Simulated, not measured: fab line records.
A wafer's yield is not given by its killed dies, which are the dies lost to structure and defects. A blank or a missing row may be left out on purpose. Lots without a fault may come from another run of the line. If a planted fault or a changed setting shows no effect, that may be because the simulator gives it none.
The tool behind it: which one? | flow n5Finfet | Sampling: 24 lots, 72 wafers, 6 of 1938 route steps

## WHAT THE GAUGES READ, wafer by wafer
N5_BEOL_M12_THK_MEAS_50: measures by xrf. Usual: M12_THK gives 321 nm (standard deviation 7.3).
lot  | measured     | on           | M12_THK (nm) | flag
L074 | day 14 03:04 | filmMetro-02 | 310 310 311  | 
L077 | day 14 19:59 | filmMetro-02 | 312 309 313  | 
L075 | day 14 23:47 | filmMetro-02 | 327 324 324  | 
L076 | day 15 05:52 | filmMetro-01 | 313 327 315  | 
L078 | day 15 12:10 | filmMetro-01 | 320 312 315  | 
L080 | day 15 23:03 | filmMetro-01 | 326 329 320  | 
L082 | day 16 02:43 | filmMetro-02 | 331 318 330  | 
L079 | day 16 15:26 | filmMetro-01 | 315 318 318  | 
L086 | day 17 06:57 | filmMetro-02 | 325 326 333  | 
L081 | day 17 13:12 | filmMetro-01 | 334 312 318  | 
L083 | day 17 18:11 | filmMetro-01 | 320 327 327  | 
L084 | day 17 18:21 | filmMetro-02 | 322 325 330  | 
L090 | day 18 03:47 | filmMetro-02 | 329 317 325  | 
L085 | day 18 04:23 | filmMetro-02 | 327 309 334  | 
L089 | day 18 19:13 | filmMetro-02 | 325 331 320  | 
L087 | day 18 22:44 | filmMetro-01 | 333 314 315  | 
L088 | day 18 23:11 | filmMetro-01 | 308 329 317  | 
L091 | day 19 03:13 | filmMetro-02 | 322 312 315  | 
L096 | day 19 14:23 | filmMetro-02 | 313 333 317  | 
L092 | day 19 17:47 | filmMetro-01 | 334 324 321  | 
L094 | day 19 17:48 | filmMetro-02 | 330 317 309  | 
L093 | day 20 03:31 | filmMetro-02 | 310 326 310  | 
L095 | day 20 03:57 | filmMetro-01 | 318 325 322  | 
L097 | day 20 11:02 | filmMetro-02 | 315 325 321  | 

N5_BEOL_M12_INSPECT_55: inspects for defects (darkfield). Usual: rawDefectCount reads 72 (standard deviation 25).
lot  | measured     | on               | rawDefectCount | flag
L074 | day 14 03:13 | defectInspect-01 | 40 30 51       | 
L077 | day 14 20:08 | defectInspect-02 | 109 60 47      | 
L075 | day 14 23:56 | defectInspect-01 | 142 109 89     | 
L076 | day 15 06:02 | defectInspect-02 | 55 73 76       | 
L078 | day 15 12:19 | defectInspect-01 | 108 89 96      | 
L080 | day 15 23:12 | defectInspect-01 | 81 56 77       | 
L082 | day 16 02:52 | defectInspect-02 | 89 72 131      | 
L079 | day 16 15:35 | defectInspect-01 | 58 106 80      | 
L086 | day 17 07:08 | defectInspect-02 | 64 44 34       | 
L081 | day 17 13:22 | defectInspect-02 | 75 67 138      | 
L083 | day 17 18:20 | defectInspect-02 | 62 63 55       | 
L084 | day 17 18:37 | defectInspect-02 | 43 85 104      | 
L090 | day 18 03:56 | defectInspect-02 | 95 65 89       | 
L085 | day 18 04:33 | defectInspect-01 | 80 40 37       | 
L089 | day 18 19:22 | defectInspect-01 | 75 67 147      | 
L087 | day 18 22:55 | defectInspect-02 | 66 53 56       | 
L088 | day 18 23:22 | defectInspect-01 | 62 70 44       | 
L091 | day 19 03:24 | defectInspect-01 | 126 77 112     | 
L096 | day 19 14:32 | defectInspect-02 | 47 39 40       | 
L092 | day 19 17:56 | defectInspect-01 | 81 88 86       | 
L094 | day 19 17:59 | defectInspect-02 | 72 79 57       | 
L093 | day 20 03:40 | defectInspect-02 | 48 55 52       | 
L095 | day 20 04:06 | defectInspect-02 | 84 61 81       | 
L097 | day 20 11:11 | defectInspect-02 | 79 64 66       | 

N5_BEOL_M13_INSPECT_12: inspects for defects (macro). Usual: rawDefectCount reads 1.6 (standard deviation 1.2).
lot  | measured     | on               | rawDefectCount | flag
L074 | day 14 03:53 | defectInspect-01 | 1 1 0          | 
L077 | day 14 20:40 | defectInspect-02 | 2 0 0          | 
L075 | day 15 01:31 | defectInspect-01 | 0 3 3          | 
L076 | day 15 06:39 | defectInspect-02 | 2 0 3          | 
L078 | day 15 13:00 | defectInspect-02 | 2 1 1          | 
L080 | day 15 23:53 | defectInspect-02 | 1 3 2          | 
L082 | day 16 03:32 | defectInspect-02 | 1 1 2          | 
L079 | day 16 16:08 | defectInspect-02 | 1 3 1          | 
L086 | day 17 07:41 | defectInspect-01 | 1 2 3          | 
L081 | day 17 14:02 | defectInspect-01 | 0 4 5          | 
L083 | day 17 19:00 | defectInspect-02 | 3 2 1          | 
L084 | day 17 19:09 | defectInspect-01 | 1 2 1          | 
L090 | day 18 04:36 | defectInspect-02 | 1 1 2          | 
L085 | day 18 05:13 | defectInspect-02 | 1 0 1          | 
L089 | day 18 20:03 | defectInspect-02 | 1 3 3          | 
L087 | day 18 23:31 | defectInspect-01 | 0 2 0          | 
L088 | day 18 23:59 | defectInspect-02 | 1 1 4          | 
L091 | day 19 04:01 | defectInspect-02 | 0 3 1          | 
L096 | day 19 15:05 | defectInspect-02 | 1 2 3          | 
L092 | day 19 18:29 | defectInspect-01 | 0 1 2          | 
L094 | day 19 18:40 | defectInspect-01 | 0 1 0          | 
L093 | day 20 04:22 | defectInspect-02 | 1 2 1          | 
L095 | day 20 04:46 | defectInspect-01 | 3 2 4          | 
L097 | day 20 11:44 | defectInspect-01 | 1 1 1          | 

N5_BEOL_M13_INSPECT_55: inspects for defects (darkfield). Usual: rawDefectCount reads 74 (standard deviation 24).
lot  | measured     | on               | rawDefectCount | flag
L074 | day 14 14:08 | defectInspect-02 | 55 72 107      | 
L077 | day 15 03:38 | defectInspect-02 | 49 56 57       | 
L075 | day 15 06:34 | defectInspect-02 | 121 151 62     | 
L076 | day 15 11:58 | defectInspect-02 | 143 123 89     | 
L078 | day 15 19:04 | defectInspect-02 | 86 95 90       | 
L080 | day 16 03:19 | defectInspect-02 | 40 61 49       | 
L082 | day 16 15:44 | defectInspect-01 | 75 71 59       | 
L079 | day 16 22:08 | defectInspect-02 | 91 55 106      | 
L086 | day 17 13:41 | defectInspect-01 | 60 74 33       | 
L081 | day 17 18:36 | defectInspect-01 | 70 97 37       | 
L083 | day 17 23:49 | defectInspect-02 | 76 52 25       | 
L084 | day 18 00:05 | defectInspect-01 | 98 115 86      | 
L090 | day 18 11:57 | defectInspect-01 | 57 90 83       | 
L085 | day 18 12:13 | defectInspect-01 | 44 86 104      | 
L089 | day 19 04:26 | defectInspect-02 | 50 45 79       | 
L087 | day 19 06:07 | defectInspect-01 | 65 74 109      | 
L088 | day 19 06:41 | defectInspect-01 | 53 78 77       | 
L091 | day 19 12:08 | defectInspect-02 | 42 62 40       | 
L096 | day 19 20:44 | defectInspect-01 | 87 74 88       | 
L092 | day 20 01:01 | defectInspect-02 | 70 64 73       | 
L094 | day 20 02:59 | defectInspect-02 | 67 85 97       | 
L093 | day 20 08:34 | defectInspect-01 | 99 55 56       | 
L095 | day 20 08:52 | defectInspect-01 | 93 51 57       | 
L097 | day 20 19:32 | defectInspect-02 | 54 74 49       | 

## TOOL THAT RAN EACH LOT (tool first, then ch and the chambers of the sampled wafers, then the start)
lot  | N5_BEOL_M12_VIA_ETCH_16           | N5_BEOL_M12_PRE_CLEAN_42
L074 | rieDiel-03 ch 1,2,3, day 13 22:17 | pvdSputter-03, day 14 01:46
L077 | rieDiel-01 ch 0,1,3, day 14 13:18 | pvdSputter-03, day 14 18:50
L075 | rieDiel-01 ch 0,1,2, day 14 19:43 | pvdSputter-03, day 14 22:34
L076 | rieDiel-01 ch 2,3, day 14 23:34   | pvdSputter-01, day 15 04:47
L078 | rieDiel-01 ch 0,1, day 15 07:40   | pvdSputter-03, day 15 11:07
L080 | rieDiel-04 ch 0,2, day 15 19:48   | pvdSputter-01, day 15 21:49
L082 | rieDiel-01 ch 0,3, day 15 23:56   | pvdSputter-03, day 16 01:39
L079 | rieDiel-03 ch 1,2,3, day 16 05:13 | pvdSputter-01, day 16 14:23
L086 | rieDiel-01 ch 1,2,3, day 17 03:23 | pvdSputter-01, day 17 05:43
L081 | rieDiel-03 ch 0,1, day 17 08:43   | pvdSputter-02, day 17 12:08
L083 | rieDiel-01 ch 1,2, day 17 11:30   | pvdSputter-03, day 17 17:07
L084 | rieDiel-03 ch 0,1,3, day 17 13:55 | pvdSputter-01, day 17 17:17
L090 | rieDiel-01 ch 0,1,2, day 17 23:07 | pvdSputter-03, day 18 02:43
L085 | rieDiel-01 ch 0,1,2, day 17 23:25 | pvdSputter-01, day 18 03:19
L089 | rieDiel-03 ch 0,3, day 18 12:04   | pvdSputter-01, day 18 17:59
L087 | rieDiel-01 ch 0,1,3, day 18 18:59 | pvdSputter-02, day 18 20:58
L088 | rieDiel-01 ch 0,1,3, day 18 19:23 | pvdSputter-02, day 18 21:20
L091 | rieDiel-03 ch 0,1,2, day 18 22:16 | pvdSputter-01, day 19 02:08
L096 | rieDiel-03 ch 1,2, day 19 04:19   | pvdSputter-03, day 19 12:52
L092 | rieDiel-01 ch 0,1,3, day 19 04:48 | pvdSputter-02, day 19 16:28
L094 | rieDiel-03 ch 1,2,3, day 19 05:52 | pvdSputter-01, day 19 16:29
L093 | rieDiel-04 ch 1,2, day 19 23:17   | pvdSputter-01, day 20 02:28
L095 | rieDiel-01 ch 2,3, day 20 00:23   | pvdSputter-03, day 20 02:53
L097 | rieDiel-04 ch 0,1, day 20 07:47   | pvdSputter-02, day 20 09:58
- N5_BEOL_M12_VIA_ETCH_16: etches SiOC in C4F8/O2/Ar, target depth 724.8 nm.
- N5_BEOL_M12_PRE_CLEAN_42: time 30 s.

## AS READ BY THE TOOLS THEMSELVES (means over the sampled wafers that have a number; for cases with no such wafer, the mark the record gives instead)
N5_BEOL_M12_VIA_ETCH_16. Usual: drypumpMotorCurrentA 5.70 A, standard deviation 0.17; heOuterTorr 29.99 Torr, standard deviation 0.066; oesProductAu 0.71 a.u., standard deviation 0.069; rfVppV 664.3 V, standard deviation 2.9; showerheadPlenumPTorr 3.37 Torr, standard deviation 0.1; throttleValvePct 24.2 %, standard deviation 0.3.
lot  | tool       | drypumpMotorCurrentA (A) | heOuterTorr (Torr) | oesProductAu (a.u.) | rfVppV (V) | showerheadPlenumPTorr (Torr) | throttleValvePct (%) | flag
L074 | rieDiel-03 | 5.82                     | 29.98              | 0.66                | 662.9      | 3.36                         | 24.3                 | 
L077 | rieDiel-01 | 5.71                     | 29.96              | 0.74                | 664.7      | 3.40                         | 24.1                 | 
L075 | rieDiel-01 | 5.64                     | 30.01              | 0.69                | 665.8      | 3.42                         | 24.4                 | 
L076 | rieDiel-01 | 5.71                     | 30.01              | 0.70                | 664.7      | 3.37                         | 24.4                 | 
L078 | rieDiel-01 | 5.61                     | 29.99              | 0.70                | 665.8      | 3.47                         | 24.3                 | 
L080 | rieDiel-04 | 5.57                     | 29.93              | 0.79                | 665.9      | 3.42                         | 24.1                 | 
L082 | rieDiel-01 | 5.82                     | 30.04              | 0.75                | 662.4      | 3.31                         | 23.9                 | 
L079 | rieDiel-03 | 5.79                     | 29.94              | 0.65                | 664.1      | 3.35                         | 24.4                 | 
L086 | rieDiel-01 | 5.70                     | 30.09              | 0.70                | 666.2      | 3.42                         | 24.3                 | 
L081 | rieDiel-03 | 5.70                     | 30.01              | 0.71                | 661.4      | 3.29                         | 24.3                 | 
L083 | rieDiel-01 | 5.62                     | 30.00              | 0.65                | 666.3      | 3.44                         | 24.6                 | 
L084 | rieDiel-03 | 5.66                     | 30.00              | 0.70                | 662.3      | 3.29                         | 24.2                 | 
L090 | rieDiel-01 | 5.63                     | 30.00              | 0.67                | 665.1      | 3.41                         | 24.5                 | 
L085 | rieDiel-01 | 5.65                     | 29.99              | 0.66                | 665.2      | 3.40                         | 24.5                 | 
L089 | rieDiel-03 | 5.64                     | 29.93              | 0.69                | 661.5      | 3.29                         | 24.2                 | 
L087 | rieDiel-01 | 5.74                     | 29.94              | 0.71                | 664.5      | 3.38                         | 24.2                 | 
L088 | rieDiel-01 | 5.74                     | 30.04              | 0.71                | 664.4      | 3.38                         | 24.2                 | 
L091 | rieDiel-03 | 5.76                     | 30.01              | 0.76                | 664.6      | 3.36                         | 24.1                 | 
L096 | rieDiel-03 | 5.85                     | 29.97              | 0.71                | 663.4      | 3.33                         | 24.4                 | 
L092 | rieDiel-01 | 5.73                     | 30.00              | 0.70                | 664.5      | 3.38                         | 24.2                 | 
L094 | rieDiel-03 | 5.81                     | 30.02              | 0.71                | 662.8      | 3.33                         | 24.3                 | 
L093 | rieDiel-04 | 5.57                     | 29.91              | 0.75                | 665.0      | 3.40                         | 24.0                 | 
L095 | rieDiel-01 | 5.73                     | 29.98              | 0.84                | 663.0      | 3.35                         | 24.2                 | 
L097 | rieDiel-04 | 5.92                     | 29.91              | 0.72                | 662.8      | 3.28                         | 24.0                 | 

N5_BEOL_M12_PRE_CLEAN_42. Usual: heaterPowerW reads 313 W (standard deviation 28).
lot  | tool          | heaterPowerW (W) | flag
L074 | pvdSputter-03 | 315              | 
L077 | pvdSputter-03 | 308              | 
L075 | pvdSputter-03 | 297              | 
L076 | pvdSputter-01 | 321              | 
L078 | pvdSputter-03 | 314              | 
L080 | pvdSputter-01 | 342              | 
L082 | pvdSputter-03 | 301              | 
L079 | pvdSputter-01 | 345              | 
L086 | pvdSputter-01 | 319              | 
L081 | pvdSputter-02 | 285              | 
L083 | pvdSputter-03 | 324              | 
L084 | pvdSputter-01 | 307              | 
L090 | pvdSputter-03 | 300              | 
L085 | pvdSputter-01 | 327              | 
L089 | pvdSputter-01 | 321              | 
L087 | pvdSputter-02 | 293              | 
L088 | pvdSputter-02 | 293              | 
L091 | pvdSputter-01 | 308              | 
L096 | pvdSputter-03 | 322              | 
L092 | pvdSputter-02 | 319              | 
L094 | pvdSputter-01 | 317              | 
L093 | pvdSputter-01 | 327              | 
L095 | pvdSputter-03 | 294              | 
L097 | pvdSputter-02 | 309              | 

## THE ANSWER, worked out from the rows above alone
Rule: a lot is off if the mean of its wafers that have a number lies more than 3 standard deviations from the usual mean. Also off: a lot with no number at a reading for which 4 or more lots have one. All remaining lots with rows at the step are treated as sound. Order of review: gauges by route order, followed by the tools' own readings, for which a lot's mean as printed above is used. At the first step where some lot is off, the reading lying furthest off is the one used; lots without a number count as furthest.
Nothing can be told from this: no lot is off at any reading shown.

## WHAT WAS PUT IN BY THE SIMULATOR
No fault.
